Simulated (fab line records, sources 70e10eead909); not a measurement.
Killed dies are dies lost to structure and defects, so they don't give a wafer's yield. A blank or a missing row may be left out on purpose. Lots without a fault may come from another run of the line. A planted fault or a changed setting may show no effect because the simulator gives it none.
Chamber matching | flow nand_harc | NHARC_A_CHANNEL_HOLE_D1_ETCH_16 on rie_diel-01: 4 sister chambers
The step etches the open film in O2/COS, target depth 3100 nm, time 806 s. 8 wafers are shown with their chamber, then 7 later ones without.

WAFERS WITH THEIR CHAMBER
wafer  | chamber | showerhead_plenum_p_Torr (Torr) | drypump_motor_current_A (A)
L994.1 | 0       | 3.26                            | 5.7
L994.3 | 2       | 3.08                            | 5.9
L994.5 | 3       | 3.10                            | 5.8
L993.1 | 1       | 3.07                            | 5.8
L993.4 | 2       | 3.08                            | 5.9
L993.5 | 1       | 3.07                            | 5.9
L999.1 | 3       | 3.10                            | 5.8
L999.4 | 0       | 3.25                            | 5.7

WAFERS WITHOUT THEIR CHAMBER
wafer  | showerhead_plenum_p_Torr (Torr) | drypump_motor_current_A (A)
L999.5 | 3.07                            | 5.9
L105.1 | 3.10                            | 5.8
L105.3 | 3.08                            | 5.9
L105.6 | 3.08                            | 5.9
L108.1 | 3.08                            | 5.9
L108.2 | 3.25                            | 5.7
L108.5 | 3.07                            | 5.8

WHICH CHAMBER EACH WENT THROUGH
wafer  | from the rows above     | in truth
L999.5 | can't be placed: 1 or 2 | 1
L105.1 | 3                       | 3
L105.3 | 2                       | 2
L105.6 | 2                       | 2
L108.1 | 2                       | 2
L108.2 | 0                       | 0
L108.5 | 1                       | 1
Placed correctly: 6 of 7. Can't be placed from these rows: 1 (the true chamber is among the candidates in 1). Placed wrongly: 0.
How it was worked out, from the rows above alone: a wafer's distance from a chamber is the root of the sum, over the readings, of the square of ((its reading less the chamber's mean) divided by the reading's scatter). The wafer belongs to the nearest chamber; if the next one is less than 2 further off, it can't be placed. A chamber's mean is the mean of its shown wafers. The scatter: the root of (the sum of the squares of (reading less its chamber's mean) over the shown wafers, divided by (wafers less chambers)).
